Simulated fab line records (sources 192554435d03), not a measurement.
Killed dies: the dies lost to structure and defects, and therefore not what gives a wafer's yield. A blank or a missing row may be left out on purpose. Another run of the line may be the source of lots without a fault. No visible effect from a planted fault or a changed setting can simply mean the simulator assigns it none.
Lot-split experiment :: flow n5_finfet :: on a route of 1938 steps: 7 lots, 33 wafers read

## THE SPLIT
At N5_BEOL_M11_TRENCH_ETCH_37 (etches SiCOH lowk in C4F6/O2, target depth 148.83 nm, time 48 s), the setting target_depth_a was moved away from the recipe's 1488.3 angstrom on 13 of the 33 wafers read, by -48.8% to +56.7%. This setting was run at the recipe's value on the other wafers.

## FROM THE SPLIT TO THE READING: what the file shows between them, 8 steps
- N5_BEOL_M11_ETCH_41: etches SiCN in CH3F/O2, target depth 42.6 nm, time 86 s
- N5_BEOL_M11_STRIP_77: strips in N2/H2, time 10 s
- N5_BEOL_M11_OCD_MEAS_38
- N5_BEOL_M11_HM_STRIP_39: strips TiN in peroxide tin strip, target depth 25 nm, time 158 s
- N5_BEOL_M11_SRD_40: time 30 s
- N5_BEOL_M11_ECD_50: material Cu, target thk 318 nm
- N5_BEOL_M11_ANNEAL_51: time 90 s
- N5_BEOL_M11_CMP_52: polishes, stops on SiCOH lowk, t overpolish 7 s, target thk 140 nm

## THE READING
M11_THK, in nm, at N5_BEOL_M11_THK_MEAS_53 (measures by xrf). On this fab line, fault-free wafers typically give 142.0 nm with a standard deviation of 2.9 nm.

wafer: L076.1
tool, chamber at the split: rie_diel-06, 2
target_depth_a as run, angstrom: 1052
against the recipe: -29.3%
M11_THK, nm: 102.1
against lot-mates on the recipe: -39.2

wafer: L076.2
tool, chamber at the split: rie_diel-06, 1
target_depth_a as run, angstrom: 1052
against the recipe: -29.3%
M11_THK, nm: 98.7
against lot-mates on the recipe: -42.6

wafer: L076.3
tool, chamber at the split: rie_diel-06, 3
target_depth_a as run, angstrom: 1052
against the recipe: -29.3%
M11_THK, nm: 102.1
against lot-mates on the recipe: -39.2

wafer: L076.4
tool, chamber at the split: rie_diel-06, 0
target_depth_a as run, angstrom: 1488.3
against the recipe: recipe
M11_THK, nm: 142.4
against lot-mates on the recipe: -

wafer: L076.5
tool, chamber at the split: rie_diel-06, 0
target_depth_a as run, angstrom: 1488.3
against the recipe: recipe
M11_THK, nm: 140.3
against lot-mates on the recipe: -

wafer: L076.6
tool, chamber at the split: rie_diel-06, 1
target_depth_a as run, angstrom: 1488.3
against the recipe: recipe
M11_THK, nm: 141.1
against lot-mates on the recipe: -

wafer: L084.1
tool, chamber at the split: rie_diel-02, 1
target_depth_a as run, angstrom: 2332
against the recipe: +56.7%
M11_THK, nm: 229.5
against lot-mates on the recipe: +88.1

wafer: L084.2
tool, chamber at the split: rie_diel-02, 3
target_depth_a as run, angstrom: 2332
against the recipe: +56.7%
M11_THK, nm: 219.4
against lot-mates on the recipe: +78.0

wafer: L084.3
tool, chamber at the split: rie_diel-02, 0
target_depth_a as run, angstrom: 2332
against the recipe: +56.7%
M11_THK, nm: 230.5
against lot-mates on the recipe: +89.1

wafer: L084.4
tool, chamber at the split: rie_diel-02, 2
target_depth_a as run, angstrom: 1488.3
against the recipe: recipe
M11_THK, nm: 141.1
against lot-mates on the recipe: -

wafer: L084.5
tool, chamber at the split: rie_diel-02, 0
target_depth_a as run, angstrom: 1488.3
against the recipe: recipe
M11_THK, nm: 141.1
against lot-mates on the recipe: -

wafer: L084.6
tool, chamber at the split: rie_diel-02, 1
target_depth_a as run, angstrom: 1488.3
against the recipe: recipe
M11_THK, nm: 142.1
against lot-mates on the recipe: -

wafer: L085.2
tool, chamber at the split: rie_diel-01, 2
target_depth_a as run, angstrom: 1488.3
against the recipe: recipe
M11_THK, nm: 146.9
against lot-mates on the recipe: -

wafer: L085.5
tool, chamber at the split: rie_diel-01, 1
target_depth_a as run, angstrom: 1898
against the recipe: +27.5%
M11_THK, nm: 186.1
against lot-mates on the recipe: +39.5

wafer: L085.6
tool, chamber at the split: rie_diel-01, 2
target_depth_a as run, angstrom: 1488.3
against the recipe: recipe
M11_THK, nm: 146.2
against lot-mates on the recipe: -

wafer: L089.1
tool, chamber at the split: rie_diel-02, 3
target_depth_a as run, angstrom: 1488.3
against the recipe: recipe
M11_THK, nm: 140.3
against lot-mates on the recipe: -

wafer: L089.3
tool, chamber at the split: rie_diel-02, 1
target_depth_a as run, angstrom: 1488.3
against the recipe: recipe
M11_THK, nm: 145.8
against lot-mates on the recipe: -

wafer: L089.6
tool, chamber at the split: rie_diel-02, 0
target_depth_a as run, angstrom: 1488.3
against the recipe: recipe
M11_THK, nm: 146.2
against lot-mates on the recipe: -

wafer: L088.1
tool, chamber at the split: rie_diel-01, 2
target_depth_a as run, angstrom: 1488.3
against the recipe: recipe
M11_THK, nm: 140.5
against lot-mates on the recipe: -

wafer: L088.2
tool, chamber at the split: rie_diel-01, 0
target_depth_a as run, angstrom: 761.9
against the recipe: -48.8%
M11_THK, nm: 67.4
against lot-mates on the recipe: -71.0

wafer: L088.3
tool, chamber at the split: rie_diel-01, 3
target_depth_a as run, angstrom: 761.9
against the recipe: -48.8%
M11_THK, nm: 65.8
against lot-mates on the recipe: -72.6

wafer: L088.4
tool, chamber at the split: rie_diel-01, 0
target_depth_a as run, angstrom: 1488.3
against the recipe: recipe
M11_THK, nm: 138.2
against lot-mates on the recipe: -

wafer: L088.5
tool, chamber at the split: rie_diel-01, 3
target_depth_a as run, angstrom: 1488.3
against the recipe: recipe
M11_THK, nm: 136.6
against lot-mates on the recipe: -

wafer: L088.6
tool, chamber at the split: rie_diel-01, 2
target_depth_a as run, angstrom: 761.9
against the recipe: -48.8%
M11_THK, nm: 68.6
against lot-mates on the recipe: -69.8

wafer: L090.1
tool, chamber at the split: rie_diel-06, 1
target_depth_a as run, angstrom: 2258
against the recipe: +51.7%
M11_THK, nm: 212.1
against lot-mates on the recipe: +71.9

wafer: L090.2
tool, chamber at the split: rie_diel-06, 0
target_depth_a as run, angstrom: 1488.3
against the recipe: recipe
M11_THK, nm: 142.7
against lot-mates on the recipe: -

wafer: L090.3
tool, chamber at the split: rie_diel-06, 2,3
target_depth_a as run, angstrom: 2258
against the recipe: +51.7%
M11_THK, nm: 216.2
against lot-mates on the recipe: +76.0

wafer: L090.4
tool, chamber at the split: rie_diel-06, 2,3
target_depth_a as run, angstrom: 2258
against the recipe: +51.7%
M11_THK, nm: 217.1
against lot-mates on the recipe: +76.9

wafer: L090.5
tool, chamber at the split: rie_diel-06, 1
target_depth_a as run, angstrom: 1488.3
against the recipe: recipe
M11_THK, nm: 138.1
against lot-mates on the recipe: -

wafer: L090.6
tool, chamber at the split: rie_diel-06, 0
target_depth_a as run, angstrom: 1488.3
against the recipe: recipe
M11_THK, nm: 139.9
against lot-mates on the recipe: -

wafer: L092.3
tool, chamber at the split: rie_diel-06, 3
target_depth_a as run, angstrom: 1488.3
against the recipe: recipe
M11_THK, nm: 142.8
against lot-mates on the recipe: -

wafer: L092.4
tool, chamber at the split: rie_diel-06, 1
target_depth_a as run, angstrom: 1488.3
against the recipe: recipe
M11_THK, nm: 141.7
against lot-mates on the recipe: -

wafer: L092.5
tool, chamber at the split: rie_diel-06, 1
target_depth_a as run, angstrom: 1488.3
against the recipe: recipe
M11_THK, nm: 141.9
against lot-mates on the recipe: -
If several chambers appear in one row, that row covers several wafers at once and the file leaves open which wafer was in which chamber.

FIT RESULTS
A straight line over all 33 wafers: M11_THK changes by +1.47 nm for each +1% of target_depth_a; r = +1.00; the points scatter about the line by 3.3 nm.
The same after taking each lot's own level away (the mean of its wafers on the recipe; 33 wafers): +1.46 nm for each +1%; r = +1.00; scatter 2.4 nm.
That fit puts the effect of the largest move of target_depth_a on the reading at 83 nm.
The span of the lots' own levels, 138.43 to 146.55 nm, comes to 2.8 times the standard deviation stated above.
Hence the lot-to-lot level has little effect on the slope; both slopes agree.
Check: +82.4 nm against its lot-mates is what the line predicts for one of the wafers moved furthest among these (+56.7%) when that wafer is left out of the fit. It came out at +88.1 nm against them.

## THE WHOLE CHAIN: every reading that the file lists as answering this split, in the file's order
step: N5_BEOL_M11_TRENCH_ETCH_37
what it does: etches SiCOH lowk in C4F6/O2, target depth 148.83 nm, time 48 s
reading: etch.depth_nm (the simulator's own value, which no gauge read)
change (the file's fit): +1.44 nm for each +1% of the setting
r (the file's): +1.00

step: N5_BEOL_M11_TRENCH_ETCH_37
what it does: etches SiCOH lowk in C4F6/O2, target depth 148.83 nm, time 48 s
reading: BEOL_M11.feature_depth_nm (the simulator's own value, which no gauge read)
change (the file's fit): +1.44 nm for each +1% of the setting
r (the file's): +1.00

step: N5_BEOL_M11_TRENCH_ETCH_37
what it does: etches SiCOH lowk in C4F6/O2, target depth 148.83 nm, time 48 s
reading: TiN_of_BEOL_M11_HM_DEP_02.thk_nm (the simulator's own value, which no gauge read)
change (the file's fit): -0.0397 nm for each +1% of the setting
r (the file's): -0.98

step: N5_BEOL_M11_OCD_MEAS_38
what it does: 
reading: trench_depth_nm
change (the file's fit): +1.45 nm for each +1% of the setting
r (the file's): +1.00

step: N5_BEOL_M11_CMP_52
what it does: polishes, stops on SiCOH lowk, t overpolish 7 s, target thk 140 nm
reading: Cu_of_BEOL_M11_ECD_50.thk_nm (the simulator's own value, which no gauge read)
change (the file's fit): +1.45 nm for each +1% of the setting
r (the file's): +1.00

step: N5_BEOL_M11_THK_MEAS_53
what it does: measures by xrf
reading: M11_THK
change (the file's fit): +1.46 for each +1% of the setting
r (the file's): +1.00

step: N5_BEOL_M11_RS_MEAS_57
what it does: measures by four-point-probe
reading: M11_RS
change (the file's fit): not straight: 0.350 at the lowest setting, 0.151 at the recipe, 0.092 at the highest
r (the file's): not given

## THE FILE'S OWN FIT
M11_THK changes by +1.46 nm for each +1% of target_depth_a, r = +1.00.
